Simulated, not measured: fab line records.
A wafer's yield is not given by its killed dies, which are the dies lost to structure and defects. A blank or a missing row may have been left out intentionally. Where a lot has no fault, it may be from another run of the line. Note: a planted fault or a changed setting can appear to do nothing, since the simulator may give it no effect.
Matching of chambers    flow n5_finfet    4 sister chambers for N5_BEOL_M0_ETCH_128 on rie_diel-04
The step etches SiCN in CF4/N2, target depth 12 nm, overetch 5.1 nm, time 21.4 s. 16 wafers are shown with their chamber, then 8 later ones without.

EACH WAFER AND ITS CHAMBER
wafer   chamber  throttle_valve_pct (%)  drypump_motor_current_A (A)  showerhead_plenum_p_Torr (Torr)
L077.1  0        15.02                   5.8                          2.21
L077.4  1        15.74                   6.2                          2.13
L077.5  0        15.00                   5.8                          2.21
L080.1  1        15.74                   6.1                          2.13
L080.3  2        15.59                   5.6                          2.27
L080.6  1        15.75                   6.1                          2.13
L085.1  2        15.61                   5.6                          2.27
L085.2  1        15.75                   6.2                          2.13
L085.4  3        15.42                   5.5                          2.11
L088.1  3        15.43                   5.5                          2.11
L088.2  0        15.03                   5.8                          2.20
L088.6  3        15.43                   5.5                          2.11
L090.1  3        15.45                   5.5                          2.11
L090.3  1        15.76                   6.1                          2.12
L090.5  2        15.61                   5.6                          2.26
L092.1  2        15.63                   5.6                          2.26

SIGNATURES (averages over the wafers above)
reading                   chamber 0  chamber 1  chamber 2  chamber 3  scatter within a chamber
throttle_valve_pct        15.0167    15.7480    15.6100    15.4325    0.013
drypump_motor_current_A   5.800      6.140      5.600      5.500      0.0316
showerhead_plenum_p_Torr  2.2067     2.1280     2.2650     2.1100     0.00453
Rule: a wafer's distance from a chamber is the root of the sum, over the readings, of the square of ((its reading less the chamber's mean) divided by the reading's scatter). The wafer belongs to the nearest chamber; if the next one is less than 2 further off, it can't be placed. The scatter: the root of (the sum of the squares of (reading less its chamber's mean) over the shown wafers, divided by (wafers less chambers)).

WAFERS WITH NO CHAMBER GIVEN
wafer   throttle_valve_pct (%)  drypump_motor_current_A (A)  showerhead_plenum_p_Torr (Torr)
L092.3  15.78                   6.1                          2.12
L092.5  15.63                   5.6                          2.26
L093.3  15.78                   6.2                          2.12
L093.4  15.45                   5.5                          2.11
L093.6  15.79                   6.2                          2.12
L095.2  15.08                   5.8                          2.19
L095.4  15.46                   5.5                          2.11
L095.5  15.78                   6.2                          2.12

WHICH CHAMBER EACH ONE RAN IN
wafer   from the rows above  in truth
L092.3  1                    1
L092.5  2                    2
L093.3  1                    1
L093.4  3                    3
L093.6  1                    1
L095.2  0                    0
L095.4  3                    3
L095.5  1                    1
Placed correctly: 8 of 8. From these rows, 0 cannot be placed. Placed wrongly: 0.
